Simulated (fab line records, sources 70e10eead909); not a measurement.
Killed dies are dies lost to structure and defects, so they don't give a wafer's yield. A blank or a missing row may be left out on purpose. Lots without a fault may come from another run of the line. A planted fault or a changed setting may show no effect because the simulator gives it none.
A struck lot beside a sound one | flow nand_harc | 43 steps out of a route of 1159
Sound: wafers L269.2, L269.4, L269.5. Struck: wafers L275.2, L275.3, L275.6. The cause comes at the end.
At each step with rows: each side's tool, then ch and its chambers, then its first start. Under that, the readings that differ: sound wafers | struck wafers | difference of the means | sigmas: that difference in standard deviations of wafers without a fault.
alike: readings whose means differ by less than 2 such deviations, and words and numbers that are the same on both sides. not compared: withheld readings, readings that some wafer has no value for, bounds like >300 that may hide the same value, and numbers for which the record gives no deviation and whose values overlap.
The two part at a step that has a row with sigmas, a row that says differs or no value, or rows on one side only. Numbers that don't overlap but have no deviation are shown without sigmas and don't part them. A reading that every wafer of one side lacks parts them only if that side has two wafers or more.

first, 5 steps without rows for these wafers: NHARC_A_CONTACT_SOFTBAKE_37 (time 55 s); NHARC_A_CONTACT_EBR_38; NHARC_A_CONTACT_EXPOSE_39 (exposes mask A CC 3); NHARC_A_CONTACT_PEB_40 (peb time 65 s); NHARC_A_CONTACT_DEVELOP_41 (develop time 35 s).
NHARC_A_CONTACT_CD_MEAS_42: target cd 200 nm.
  sound on cd_sem-03 ch 0, day 16 19:59; struck on cd_sem-03 ch 0, day 19 02:54
  alike: cd_nm
NHARC_A_CONTACT_OVL_MEAS_43:
  sound on overlay-02, day 16 20:04; struck on overlay-02, day 19 02:59
  alike: overlay_x_nm, overlay_y_nm
NHARC_A_CONTACT_INSPECT_44:
  sound on defect_inspect-01, day 16 20:06; struck on defect_inspect-02, day 19 03:01
  alike: raw_defect_count
then, 4 steps without rows for these wafers: NHARC_A_CONTACT_DESCUM_47 (chemistry O2, time 3 s); NHARC_A_CONTACT_ETCH_48 (etches the open film in CF4, target depth 39 nm, time 65 s); NHARC_A_CONTACT_ETCH_49 (etches the open film in N2/H2, target depth 260 nm, time 475.3 s); NHARC_A_CONTACT_ETCH_50 (etches the open film in CF4/CHF3, target depth 84.7 nm, time 42.4 s).
NHARC_A_CONTACT_ETCH_51: etches the open film in O2/COS, target depth 3600 nm, time 936 s.
  sound on rie_diel-11 ch 1,3, day 16 23:40; struck on rie_diel-10 ch 0,1,2, day 19 04:34
  alike: cos_flow_sccm, drypump_motor_current_A, mfc_ar_sccm, oes_product_au, rf_vpp_V, showerhead_plenum_p_Torr, throttle_valve_pct
  not compared: rf_hours_counter_h
then, 1 step without rows for these wafers: NHARC_A_CONTACT_ETCH_111 (etches the open film in C4F8/O2/Ar, time 140 s, target depth 700 nm).
NHARC_A_CONTACT_ETCH_112: etches the open film in C4F8/O2/Ar, time 94 s, target depth 922 nm.
  sound on har_cap_etch-02 ch 0,1, day 17 00:28; struck on har_cap_etch-01 ch 0,1, day 19 05:18
  not compared: rf_hours_counter_h
NHARC_A_CONTACT_ETCH_113: etches the open film in C4F8/O2/Ar, time 94 s, target depth 922 nm.
  sound on har_cap_etch-02 ch 0,1, day 17 00:34; struck on har_cap_etch-01 ch 0,1, day 19 05:23
  not compared: rf_hours_counter_h
then, 11 steps without rows for these wafers: NHARC_A_CONTACT_ETCH_114 (etches the open film in C4F8/O2/Ar, time 94 s, target depth 922 nm); NHARC_A_CONTACT_ETCH_115 (etches the open film in C4F8/O2/Ar, time 94 s, target depth 922 nm); NHARC_A_CONTACT_ETCH_116 (etches the open film in C4F8/O2/Ar, time 94 s, target depth 922 nm); NHARC_A_CONTACT_ETCH_117 (etches the open film in C4F8/O2/Ar, time 94 s, target depth 922 nm); NHARC_A_CONTACT_ETCH_118 (etches the open film in C4F8/O2/Ar, time 94 s, target depth 922 nm); NHARC_A_CONTACT_ETCH_119 (etches the open film in C4F8/O2/Ar, time 94 s, target depth 922 nm); NHARC_A_CONTACT_ETCH_120 (etches the open film in C4F8/O2/Ar, time 94 s, target depth 922 nm); NHARC_A_CONTACT_ETCH_121 (etches the open film in C4F8/O2/Ar, time 94 s, target depth 922 nm); NHARC_A_CONTACT_ETCH_122 (etches the open film in C4F8/O2/Ar, time 95 s, target depth 930 nm); NHARC_A_CONTACT_ETCH_123 (etches the open film in C4F8/O2/Ar, time 253 s, target depth 1090 nm); NHARC_A_CONTACT_ETCH_90 (etches the open film in CH3F/O2, target depth 40 nm, time 85.7 s).
NHARC_A_CONTACT_ETCH_96: etches the open film in C4F6/O2, target depth 20 nm, time 10 s.
  sound on rie_diel-03 ch 0,1,3; struck on rie_diel-10 ch 0,1
  alike: drypump_motor_current_A, mfc_ar_sccm, oes_product_au, rf_vpp_V, showerhead_plenum_p_Torr, throttle_valve_pct
  not compared: rf_hours_counter_h
NHARC_A_CONTACT_CD_MEAS_53:
  sound on cd_sem-02, day 17 02:17; struck on cd_sem-03, day 19 07:08
  alike: cd_nm
then, 6 steps without rows for these wafers: NHARC_A_CONTACT_STRIP_99 (strips in N2/H2); NHARC_A_CONTACT_STRIP_100 (strips in CF4/CHF3); NHARC_A_CONTACT_STRIP_101 (strips in O2/COS); NHARC_A_CONTACT_ETCH_102 (etches the open film in CF4/O2, target depth 70 nm, overetch 7 nm, time 38.5 s); NHARC_A_CONTACT_STRIP_55 (strips in O2); NHARC_A_CONTACT_STRIP_56 (strips in post etch residue remover, time 600 s).
NHARC_A_CONTACT_DEP_57: deposits aC, target thk 2800 nm.
  sound on acl_dep-01 ch 0, day 17 04:02; struck on acl_dep-03 ch 0, day 19 08:42
  alike: throttle_valve_pct
NHARC_A_CONTACT_DEP_58: deposits SiON, target thk 60 nm.
  sound on pecvd-01 ch 0,1,2, day 17 05:33; struck on pecvd-01 ch 1,2, day 19 10:14
  alike: heater_power_w, showerhead_vpp_V
then, 5 steps without rows for these wafers: NHARC_A_CONTACT_DEHYDRATE_59 (time 120 s); NHARC_A_CONTACT_HMDS_60 (time 30 s); NHARC_A_CONTACT_COAT_61 (time 75 s); NHARC_A_CONTACT_COAT_62 (time 65 s); NHARC_A_CONTACT_COAT_63 (resist thk 90 nm).
-- the record jumps here: 3 days lie between the struck wafers' starts before and after (it left off in module A_CONTACT and takes up again in module END, whose first step shown is number 1159 of the route) --
NHARC_END_SORT_01:
  sound on prober-01 ch 0, day 20 02:08; struck on prober-02 ch 0, day 22 02:05
  reading         | sound    | struck     | difference | sigmas
  killed_at_array | 9 14 16  | 112 109 72 | +85        | +10
  killed_dies     | 12 18 20 | 119 111 73 | +84        | +10
  alike: killed_at_other, killed_at_periphery, killed_open, killed_short

WHERE THEY PART
Only at NHARC_END_SORT_01, within this record.

WHY: what the simulator had put in
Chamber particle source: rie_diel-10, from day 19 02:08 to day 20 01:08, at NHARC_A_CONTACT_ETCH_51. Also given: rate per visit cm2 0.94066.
